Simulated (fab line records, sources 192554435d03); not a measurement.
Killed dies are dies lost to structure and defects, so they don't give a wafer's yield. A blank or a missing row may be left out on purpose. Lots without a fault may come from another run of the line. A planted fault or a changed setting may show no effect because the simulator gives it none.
Chamber matching | flow n5_finfet | N5_BEOL_M7_DESCUM_33 on rie_diel-01: 4 sister chambers
The step chemistry O2, time 7 s. 20 wafers are shown with their chamber, then 10 later ones without.

WAFERS WITH THEIR CHAMBER
wafer  | chamber | drypump_motor_current_A (A) | showerhead_plenum_p_Torr (Torr) | throttle_valve_pct (%)
L075.1 | 2       | 4.9                         | 2.04                            | 20.26
L075.3 | 1       | 5.8                         | 2.01                            | 20.12
L075.6 | 3       | 4.7                         | 2.03                            | 20.26
L080.1 | 2       | 5.0                         | 2.04                            | 20.26
L080.4 | 0       | 5.7                         | 2.18                            | 20.57
L080.6 | 1       | 5.7                         | 2.00                            | 20.13
L079.2 | 1       | 5.8                         | 2.00                            | 20.16
L079.4 | 3       | 4.7                         | 2.03                            | 20.28
L079.5 | 0       | 5.7                         | 2.18                            | 20.61
L081.3 | 3       | 4.7                         | 2.03                            | 20.27
L081.4 | 2       | 4.9                         | 2.04                            | 20.26
L081.5 | 1       | 5.8                         | 2.00                            | 20.16
L083.3 | 0       | 5.7                         | 2.17                            | 20.58
L083.4 | 3       | 4.7                         | 2.02                            | 20.29
L083.5 | 1       | 5.8                         | 2.00                            | 20.15
L087.1 | 0       | 5.7                         | 2.17                            | 20.60
L087.2 | 2       | 4.9                         | 2.04                            | 20.28
L087.3 | 1       | 5.8                         | 2.00                            | 20.15
L089.1 | 3       | 4.7                         | 2.02                            | 20.30
L089.3 | 2       | 5.0                         | 2.03                            | 20.29

SIGNATURES (means of the wafers above)
reading                  | chamber 0 | chamber 1 | chamber 2 | chamber 3 | scatter within a chamber
drypump_motor_current_A  | 5.700     | 5.783     | 4.940     | 4.700     | 0.0356
showerhead_plenum_p_Torr | 2.1750    | 2.0017    | 2.0380    | 2.0260    | 0.00489
throttle_valve_pct       | 20.5900   | 20.1450   | 20.2700   | 20.2800   | 0.0161
Rule: a wafer's distance from a chamber is the root of the sum, over the readings, of the square of ((its reading less the chamber's mean) divided by the reading's scatter). The wafer belongs to the nearest chamber; if the next one is less than 2 further off, it can't be placed. The scatter: the root of (the sum of the squares of (reading less its chamber's mean) over the shown wafers, divided by (wafers less chambers)).

WAFERS WITHOUT THEIR CHAMBER
wafer  | drypump_motor_current_A (A) | showerhead_plenum_p_Torr (Torr) | throttle_valve_pct (%)
L089.6 | 5.8                         | 2.17                            | 20.61
L090.3 | 5.8                         | 2.17                            | 20.62
L090.4 | 5.0                         | 2.03                            | 20.30
L090.6 | 5.8                         | 1.99                            | 20.16
L094.1 | 5.8                         | 1.99                            | 20.20
L094.4 | 4.7                         | 2.01                            | 20.34
L094.6 | 5.8                         | 1.99                            | 20.21
L096.3 | 4.9                         | 2.03                            | 20.31
L096.4 | 5.8                         | 1.99                            | 20.19
L096.6 | 5.7                         | 2.16                            | 20.65

WHICH CHAMBER EACH WENT THROUGH
wafer  | from the rows above | in truth
L089.6 | 0                   | 0
L090.3 | 0                   | 0
L090.4 | 2                   | 2
L090.6 | 1                   | 1
L094.1 | 1                   | 1
L094.4 | 3                   | 3
L094.6 | 1                   | 1
L096.3 | 2                   | 2
L096.4 | 1                   | 1
L096.6 | 0                   | 0
Placed correctly: 10 of 10. Can't be placed from these rows: 0. Placed wrongly: 0.
